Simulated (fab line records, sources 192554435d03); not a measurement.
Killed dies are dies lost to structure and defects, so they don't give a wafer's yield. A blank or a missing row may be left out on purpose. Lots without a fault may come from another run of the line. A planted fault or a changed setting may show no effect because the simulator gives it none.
Chamber matching | flow n5_finfet | N5_ZERO_LAYER_DESCUM_16 on rie_diel-06: 4 sister chambers
The step chemistry O2, time 7.9 s. 4 wafers are shown with their chamber, then 8 later ones without.

WAFERS WITH THEIR CHAMBER
wafer  | chamber | showerhead_plenum_p_Torr (Torr)
L087.1 | 0       | 2.15
L087.5 | 2       | 1.98
L087.6 | 1       | 2.19
L089.1 | 3       | 2.03

WAFERS WITHOUT THEIR CHAMBER
wafer  | showerhead_plenum_p_Torr (Torr)
L089.4 | 2.19
L089.5 | 1.97
L091.3 | 2.03
L091.4 | 1.97
L091.5 | 2.19
L092.2 | 2.02
L092.4 | 1.97
L092.5 | 2.19

WHICH CHAMBER EACH WENT THROUGH
wafer  | from the rows above | in truth
L089.4 | 1                   | 1
L089.5 | 2                   | 2
L091.3 | 3                   | 3
L091.4 | 2                   | 2
L091.5 | 1                   | 1
L092.2 | 3                   | 3
L092.4 | 2                   | 2
L092.5 | 1                   | 1
Placed correctly: 8 of 8. Can't be placed from these rows: 0. Placed wrongly: 0.
How it was worked out, from the rows above alone: a wafer's distance from a chamber is the root of the sum, over the readings, of the square of ((its reading less the chamber's mean) divided by the reading's scatter). The wafer belongs to the nearest chamber; if the next one is less than 2 further off, it can't be placed. A chamber's mean is the mean of its shown wafers. The scatter: with one shown wafer a chamber, the root of the mean of the squares of how far each hidden wafer lies from its nearest shown one.
